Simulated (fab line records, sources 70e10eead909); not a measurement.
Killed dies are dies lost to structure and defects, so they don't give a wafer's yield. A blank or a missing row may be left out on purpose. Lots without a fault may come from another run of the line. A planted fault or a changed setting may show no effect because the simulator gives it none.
Which tool did it? | flow nand_harc | 13 lots, 39 wafers sampled, at 5 steps of a route of 1159

WHAT THE GAUGES READ, wafer by wafer
NHARC_P_ZERO_WELL_CD_MEAS_24: target cd 720 nm. Usual: cd_nm 720.2 nm, standard deviation 2.1.
lot  | measured    | on        | cd_nm (nm)        | flag
L932 | day 1 14:27 | cd_sem-02 | 721.7 722.0 718.6 |
L933 | day 1 20:34 | cd_sem-03 | 721.6 720.3 719.9 |
L936 | day 2 14:29 | cd_sem-01 | 719.8 720.4 721.7 |
L937 | day 2 20:35 | cd_sem-01 | 717.4 718.7 719.3 |
L939 | day 3 08:36 | cd_sem-01 | 670.8 670.5 669.0 | OFF
L947 | day 5 08:35 | cd_sem-02 | 719.6 722.2 719.7 |
L948 | day 5 14:38 | cd_sem-01 | 718.0 719.3 719.4 |
L949 | day 5 20:37 | cd_sem-02 | 720.0 721.1 715.8 |
L951 | day 6 08:27 | cd_sem-03 | 722.3 719.5 719.9 |
L952 | day 6 14:36 | cd_sem-01 | 719.2 719.5 719.6 |
L953 | day 6 20:29 | cd_sem-03 | 722.5 723.4 722.2 |
L954 | day 7 02:28 | cd_sem-02 | 724.7 726.6 722.9 |
L955 | day 7 08:28 | cd_sem-02 | 719.9 721.2 717.3 |

NHARC_P_STI_CD_MEAS_09: target cd 200 nm. Usual: cd_nm 199 nm, standard deviation 3.4.
lot  | measured    | on        | cd_nm (nm)  | flag
L932 | day 2 11:26 | cd_sem-01 | 195 197 199 |
L933 | day 2 18:41 | cd_sem-02 | 202 201 196 |
L936 | day 3 11:40 | cd_sem-03 | 197 195 197 |
L937 | day 3 18:31 | cd_sem-03 | 199 198 201 |
L939 | day 4 02:25 | cd_sem-01 | 203 204 205 |
L947 | day 6 06:05 | cd_sem-01 | 202 202 203 |
L948 | day 6 14:04 | cd_sem-03 | 201 200 206 |
L949 | day 6 14:15 | cd_sem-01 | 194 194 197 |
L951 | day 7 08:17 | cd_sem-01 | 196 201 199 |
L952 | day 7 08:20 | cd_sem-02 | 201 202 202 |
L953 | day 7 17:02 | cd_sem-01 | 197 201 194 |
L954 | day 8 00:38 | cd_sem-01 | 199 192 197 |
L955 | day 8 05:44 | cd_sem-01 | 199 198 196 |

NHARC_P_STI_OCD_MEAS_43. Usual: trench_depth_nm 302 nm, standard deviation 4.6; trench_foot_cd_nm 157 nm, standard deviation 3.4.
lot  | measured    | on     | trench_depth_nm (nm) | trench_foot_cd_nm (nm) | flag
L932 | day 2 12:44 | ocd-01 | 289 298 301          | 155 156 157            |
L933 | day 2 19:59 | ocd-01 | 304 311 309          | 160 158 152            |
L936 | day 3 12:58 | ocd-02 | 299 297 298          | 155 153 156            |
L937 | day 3 19:49 | ocd-01 | 307 301 309          | 156 156 158            |
L939 | day 4 03:44 | ocd-01 | 307 311 304          | 160 160 162            |
L947 | day 6 07:29 | ocd-01 | 306 299 298          | 159 161 161            |
L948 | day 6 15:26 | ocd-01 | 298 294 301          | 160 159 164            |
L949 | day 6 15:32 | ocd-02 | 300 306 303          | 152 152 155            |
L951 | day 7 09:34 | ocd-02 | 296 297 299          | 154 160 158            |
L952 | day 7 09:44 | ocd-01 | 301 301 303          | 159 160 160            |
L953 | day 7 18:26 | ocd-02 | 303 303 307          | 155 159 150            |
L954 | day 8 01:55 | ocd-02 | 308 299 311          | 156 150 153            |
L955 | day 8 07:02 | ocd-01 | 299 303 303          | 157 155 154            |

NHARC_P_GATE_OVL_MEAS_27. Usual: overlay_x_nm 0.1 nm, standard deviation 0.78; overlay_y_nm 0.3 nm, standard deviation 0.91.
lot  | measured     | on         | overlay_x_nm (nm) | overlay_y_nm (nm) | flag
L932 | day 4 16:59  | overlay-01 | -0.7 -1.2 -0.6    | 0.3 0.5 0.6       |
L933 | day 5 04:47  | overlay-02 | 0.2 0.6 0.6       | -0.3 0.0 0.0      |
L936 | day 5 18:36  | overlay-02 | 0.2 1.0 0.7       | 1.4 0.9 1.4       |
L937 | day 6 06:41  | overlay-02 | -0.7 -0.3 -0.4    | -0.6 -0.8 -0.5    |
L939 | day 6 09:17  | overlay-01 | -0.1 -0.3 -0.3    | 0.1 0.5 0.2       |
L947 | day 8 17:08  | overlay-02 | -1.0 -0.9 -0.6    | -0.8 -0.7 -0.7    |
L948 | day 8 19:36  | overlay-02 | 0.2 0.0 0.1       | -1.5 -1.4 -1.1    |
L949 | day 8 19:25  | overlay-02 | -1.4 -1.2 -0.7    | 1.4 1.0 1.2       |
L951 | day 9 12:47  | overlay-02 | 0.0 -0.2 0.2      | -0.2 -0.1 0.1     |
L952 | day 9 12:04  | overlay-01 | 0.1 0.8 0.7       | -0.5 0.1 -0.5     |
L953 | day 10 00:26 | overlay-02 | 0.0 -0.2 -0.2     | 0.4 0.4 0.7       |
L954 | day 10 13:20 | overlay-01 | 0.5 -0.5 -0.1     | -0.8 -0.4 0.0     |
L955 | day 10 13:48 | overlay-01 | -1.5 -1.9 -1.5    | 0.1 -0.5 0.1      |

WHICH TOOL RAN EACH LOT (tool, then ch and the chambers of the sampled wafers, then the start)
lot  | NHARC_P_ZERO_WELL_EXPOSE_21
L932 | krf_scanner-03 ch 0, day 1 14:18
L933 | krf_scanner-01 ch 0, day 1 20:25
L936 | krf_scanner-03 ch 0, day 2 14:20
L937 | krf_scanner-02 ch 0, day 2 20:25
L939 | krf_scanner-03 ch 0, day 3 08:27
L947 | krf_scanner-01 ch 0, day 5 08:26
L948 | krf_scanner-03 ch 0, day 5 14:29
L949 | krf_scanner-02 ch 0, day 5 20:28
L951 | krf_scanner-02 ch 0, day 6 08:18
L952 | krf_scanner-03 ch 0, day 6 14:27
L953 | krf_scanner-01 ch 0, day 6 20:20
L954 | krf_scanner-01 ch 0, day 7 02:19
L955 | krf_scanner-03 ch 0, day 7 08:18
- NHARC_P_ZERO_WELL_EXPOSE_21: exposes mask P NWELL, target cd 720 nm.

WHAT THE TOOLS THEMSELVES READ (means of the sampled wafers that have a number; where no wafer has one, the mark that the record gives instead)
The record holds no such reading with a usual standard deviation.

THE ANSWER, worked out from the rows above alone
Rule: a lot is off if the mean of its wafers that have a number lies more than 3 standard deviations from the usual mean. A lot without any number at a reading at which 4 lots or more have one is off too. The other lots that the step has rows for count as sound. The gauges are gone through in route order, then the tools' own readings, and for those a lot's mean is taken as printed above. The first step at which some lot is off is used, and at that step the reading that is off furthest; a lot without a number counts as furthest.
Off: L939, at NHARC_P_ZERO_WELL_CD_MEAS_24 (cd_nm).
A tool fits if, at a process step before that reading, it ran every lot that is off, and no sound lot after the first of them. The gauges at NHARC_P_ZERO_WELL_CD_MEAS_24 are tried like those tools. None of those tried fits.

WHAT THE SIMULATOR HAD PUT IN
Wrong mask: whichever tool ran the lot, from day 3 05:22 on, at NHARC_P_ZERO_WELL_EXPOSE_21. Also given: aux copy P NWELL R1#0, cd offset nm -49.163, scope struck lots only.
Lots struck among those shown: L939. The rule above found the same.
